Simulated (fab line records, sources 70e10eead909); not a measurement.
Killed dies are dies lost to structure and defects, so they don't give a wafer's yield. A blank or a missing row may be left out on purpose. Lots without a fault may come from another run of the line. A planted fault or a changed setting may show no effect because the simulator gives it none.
One fault seen from 2 desks | flow nand_harc | each desk has only its own numbers; what lay behind them comes last

THE DEFECT DESK
What the inspections along the route counted, lot by lot: means of the sampled wafers that have a number. A lot is out of limits, marked OUT, if its mean lies more than 4 standard deviations from the usual mean; the brackets give that distance.
Columns: A = raw_defect_count at NHARC_A_CONTACT_INSPECT_10, usual 31
lot  | first seen here | A
L961 | day 16 23:14    | 24
L965 | day 17 10:40    | 24
L962 | day 17 11:55    | 16
L963 | day 17 16:25    | 30
L966 | day 18 06:58    | 10
L967 | day 18 14:58    | 19
L964 | day 18 15:53    | 41
L968 | day 19 05:07    | 43
L973 | day 20 12:46    | 42
L977 | day 21 08:47    | 13
L979 | day 21 17:26    | 57
This desk's finding: nothing out of limits on any of the 11 lots.

THE TOOL OWNER'S DESK: rie_diel-09
The tool's own readings at NHARC_A_BLC_ETCH_16 (etches the open film in CF4, target depth 39 nm, time 65 s): means of the sampled wafers that have a number, for each lot that ran on this tool. A lot is out of limits, marked OUT, if its mean lies more than 4 standard deviations from the usual mean; the brackets give that distance.
Columns: A = cf4_flow_sccm at NHARC_A_BLC_ETCH_16, usual 150.0 sccm; B = drypump_motor_current_A at NHARC_A_BLC_ETCH_16, usual 5.59 A; C = oes_product_au at NHARC_A_BLC_ETCH_16, usual 0.999 a.u.; D = rf_vpp_V at NHARC_A_BLC_ETCH_16, usual 151.0 V; E = run_length_s at NHARC_A_BLC_ETCH_16, usual 86.3 s; F = showerhead_plenum_p_Torr at NHARC_A_BLC_ETCH_16, usual 1.75 Torr; G = throttle_valve_pct at NHARC_A_BLC_ETCH_16, usual 13.285 %
lot  | first seen here | A     | B    | C     | D     | E              | F    | G
L965 | day 17 16:36    | 149.9 | 5.60 | 1.002 | 152.2 | 86.8           | 1.85 | 13.297
L962 | day 17 21:28    | 150.0 | 5.63 | 1.005 | 149.7 | 85.6           | 1.68 | 13.283
L967 | day 18 20:47    | 149.5 | 5.65 | 1.011 | 151.5 | 86.1           | 1.82 | 13.293
L964 | day 18 22:47    | 150.1 | 5.58 | 1.010 | 150.0 | 86.2           | 1.71 | 13.289
L968 | day 19 15:29    | 150.0 | 5.57 | 1.008 | 150.8 | 86.0           | 1.71 | 13.289
L973 | day 20 18:44    | 150.2 | 5.68 | 0.992 | 150.9 | 86.3           | 1.74 | 13.285
L977 | day 21 22:31    | 150.4 | 5.61 | 1.003 | 153.0 | 80.3 (-11) OUT | 1.85 | 13.282
L979 | day 22 02:10    | 150.1 | 5.50 | 0.990 | 151.1 | 74.0 (-23) OUT | 1.75 | 13.281
This desk's finding: out of limits on L977, L979; first on L977, day 21 22:31 (run_length_s at NHARC_A_BLC_ETCH_16). In limits: L965, L962, L967, L964, L968, L973.

PUT TOGETHER
The tool owner's desk could have raised an alarm at day 21 22:31, on L977, L979.
The defect desk saw nothing out of limits.
The defect desk has L977, L979 on record, within its limits.
Of the lots named, all ran NHARC_A_BLC_ETCH_16 on rie_diel-09.

WHAT THE SIMULATOR HAD PUT IN
Process parameter drift: rie_diel-09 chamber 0, from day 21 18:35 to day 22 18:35, at NHARC_A_BLC_ETCH_16. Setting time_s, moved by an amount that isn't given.
Lots struck among those shown: L977, L979.
Hours from the fault's start to each desk's first reading out of limits: the tool owner's desk, 4.
